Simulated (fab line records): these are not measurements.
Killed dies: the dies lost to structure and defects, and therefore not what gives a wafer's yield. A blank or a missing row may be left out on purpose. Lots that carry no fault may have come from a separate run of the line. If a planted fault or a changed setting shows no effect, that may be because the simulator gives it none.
Matching of chambers :: flow n5Finfet :: N5_BEOL_M4_ETCHBACK_99 on rieDiel-01: 4 sister chambers
The step etches SiO2 in CHF3, target depth 5 nm, time 10.4 s. 22 wafers are shown with their chamber, then 11 later ones without.

WAFERS, EACH WITH ITS CHAMBER
wafer: L074.1
chamber: 3
drypumpMotorCurrentA (A): 6.1
showerheadPlenumPTorr (Torr): 2.19
throttleValvePct (%): 17.13

wafer: L074.3
chamber: 1
drypumpMotorCurrentA (A): 6.6
showerheadPlenumPTorr (Torr): 2.14
throttleValvePct (%): 17.32

wafer: L074.5
chamber: 0
drypumpMotorCurrentA (A): 6.5
showerheadPlenumPTorr (Torr): 2.29
throttleValvePct (%): 17.11

wafer: L075.3
chamber: 0
drypumpMotorCurrentA (A): 6.4
showerheadPlenumPTorr (Torr): 2.29
throttleValvePct (%): 17.12

wafer: L075.5
chamber: 1
drypumpMotorCurrentA (A): 6.6
showerheadPlenumPTorr (Torr): 2.14
throttleValvePct (%): 17.35

wafer: L075.6
chamber: 2
drypumpMotorCurrentA (A): 5.9
showerheadPlenumPTorr (Torr): 2.16
throttleValvePct (%): 16.94

wafer: L078.1
chamber: 0
drypumpMotorCurrentA (A): 6.4
showerheadPlenumPTorr (Torr): 2.29
throttleValvePct (%): 17.14

wafer: L078.2
chamber: 1
drypumpMotorCurrentA (A): 6.6
showerheadPlenumPTorr (Torr): 2.13
throttleValvePct (%): 17.36

wafer: L078.3
chamber: 2
drypumpMotorCurrentA (A): 5.9
showerheadPlenumPTorr (Torr): 2.16
throttleValvePct (%): 16.98

wafer: L080.1
chamber: 1
drypumpMotorCurrentA (A): 6.6
showerheadPlenumPTorr (Torr): 2.13
throttleValvePct (%): 17.36

wafer: L080.2
chamber: 3
drypumpMotorCurrentA (A): 6.1
showerheadPlenumPTorr (Torr): 2.18
throttleValvePct (%): 17.14

wafer: L080.6
chamber: 2
drypumpMotorCurrentA (A): 5.9
showerheadPlenumPTorr (Torr): 2.16
throttleValvePct (%): 16.97

wafer: L081.2
chamber: 3
drypumpMotorCurrentA (A): 6.1
showerheadPlenumPTorr (Torr): 2.18
throttleValvePct (%): 17.16

wafer: L081.4
chamber: 2
drypumpMotorCurrentA (A): 5.9
showerheadPlenumPTorr (Torr): 2.16
throttleValvePct (%): 16.99

wafer: L081.5
chamber: 3
drypumpMotorCurrentA (A): 6.1
showerheadPlenumPTorr (Torr): 2.18
throttleValvePct (%): 17.14

wafer: L085.2
chamber: 3
drypumpMotorCurrentA (A): 6.1
showerheadPlenumPTorr (Torr): 2.18
throttleValvePct (%): 17.14

wafer: L085.4
chamber: 2
drypumpMotorCurrentA (A): 5.9
showerheadPlenumPTorr (Torr): 2.16
throttleValvePct (%): 17.00

wafer: L085.5
chamber: 0
drypumpMotorCurrentA (A): 6.5
showerheadPlenumPTorr (Torr): 2.28
throttleValvePct (%): 17.14

wafer: L086.2
chamber: 0
drypumpMotorCurrentA (A): 6.5
showerheadPlenumPTorr (Torr): 2.28
throttleValvePct (%): 17.16

wafer: L086.4
chamber: 3
drypumpMotorCurrentA (A): 6.1
showerheadPlenumPTorr (Torr): 2.18
throttleValvePct (%): 17.17

wafer: L086.6
chamber: 0
drypumpMotorCurrentA (A): 6.4
showerheadPlenumPTorr (Torr): 2.28
throttleValvePct (%): 17.17

wafer: L092.1
chamber: 3
drypumpMotorCurrentA (A): 6.1
showerheadPlenumPTorr (Torr): 2.17
throttleValvePct (%): 17.19

SIGNATURES (means of the wafers above)
reading: drypumpMotorCurrentA
chamber 0: 6.450
chamber 1: 6.600
chamber 2: 5.900
chamber 3: 6.100
scatter within a chamber: 0.0289

reading: showerheadPlenumPTorr
chamber 0: 2.2850
chamber 1: 2.1350
chamber 2: 2.1600
chamber 3: 2.1800
scatter within a chamber: 0.005

reading: throttleValvePct
chamber 0: 17.1400
chamber 1: 17.3475
chamber 2: 16.9760
chamber 3: 17.1529
scatter within a chamber: 0.0218
Rule: a wafer lies at a distance from a chamber equal to the root of the sum of squares, over the readings, of (its reading less the chamber's mean, divided by the reading's scatter). The wafer belongs to the nearest chamber; if the next one is less than 2 further off, it can't be placed. The scatter is the square root of a quotient: the sum, over the shown wafers, of each reading's squared deviation from its chamber's mean, divided by wafers minus chambers.

WAFERS MISSING THEIR CHAMBER
wafer: L092.4
drypumpMotorCurrentA (A): 6.6
showerheadPlenumPTorr (Torr): 2.12
throttleValvePct (%): 17.39

wafer: L092.5
drypumpMotorCurrentA (A): 5.9
showerheadPlenumPTorr (Torr): 2.15
throttleValvePct (%): 17.04

wafer: L091.1
drypumpMotorCurrentA (A): 5.9
showerheadPlenumPTorr (Torr): 2.15
throttleValvePct (%): 17.05

wafer: L091.2
drypumpMotorCurrentA (A): 6.1
showerheadPlenumPTorr (Torr): 2.17
throttleValvePct (%): 17.19

wafer: L091.5
drypumpMotorCurrentA (A): 6.5
showerheadPlenumPTorr (Torr): 2.27
throttleValvePct (%): 17.20

wafer: L094.2
drypumpMotorCurrentA (A): 6.5
showerheadPlenumPTorr (Torr): 2.27
throttleValvePct (%): 17.19

wafer: L094.3
drypumpMotorCurrentA (A): 6.6
showerheadPlenumPTorr (Torr): 2.12
throttleValvePct (%): 17.40

wafer: L094.5
drypumpMotorCurrentA (A): 6.6
showerheadPlenumPTorr (Torr): 2.12
throttleValvePct (%): 17.40

wafer: L095.2
drypumpMotorCurrentA (A): 6.6
showerheadPlenumPTorr (Torr): 2.12
throttleValvePct (%): 17.39

wafer: L095.4
drypumpMotorCurrentA (A): 6.1
showerheadPlenumPTorr (Torr): 2.17
throttleValvePct (%): 17.21

wafer: L095.6
drypumpMotorCurrentA (A): 6.5
showerheadPlenumPTorr (Torr): 2.27
throttleValvePct (%): 17.20

WHICH CHAMBER EACH ONE RAN IN
wafer: L092.4
from the rows above: 1
in truth: 1

wafer: L092.5
from the rows above: 2
in truth: 2

wafer: L091.1
from the rows above: 2
in truth: 2

wafer: L091.2
from the rows above: 3
in truth: 3

wafer: L091.5
from the rows above: 0
in truth: 0

wafer: L094.2
from the rows above: 0
in truth: 0

wafer: L094.3
from the rows above: 1
in truth: 1

wafer: L094.5
from the rows above: 1
in truth: 1

wafer: L095.2
from the rows above: 1
in truth: 1

wafer: L095.4
from the rows above: 3
in truth: 3

wafer: L095.6
from the rows above: 0
in truth: 0
Correctly placed: 11 of 11. Left unplaced by these rows: 0. Wrongly placed: 0.
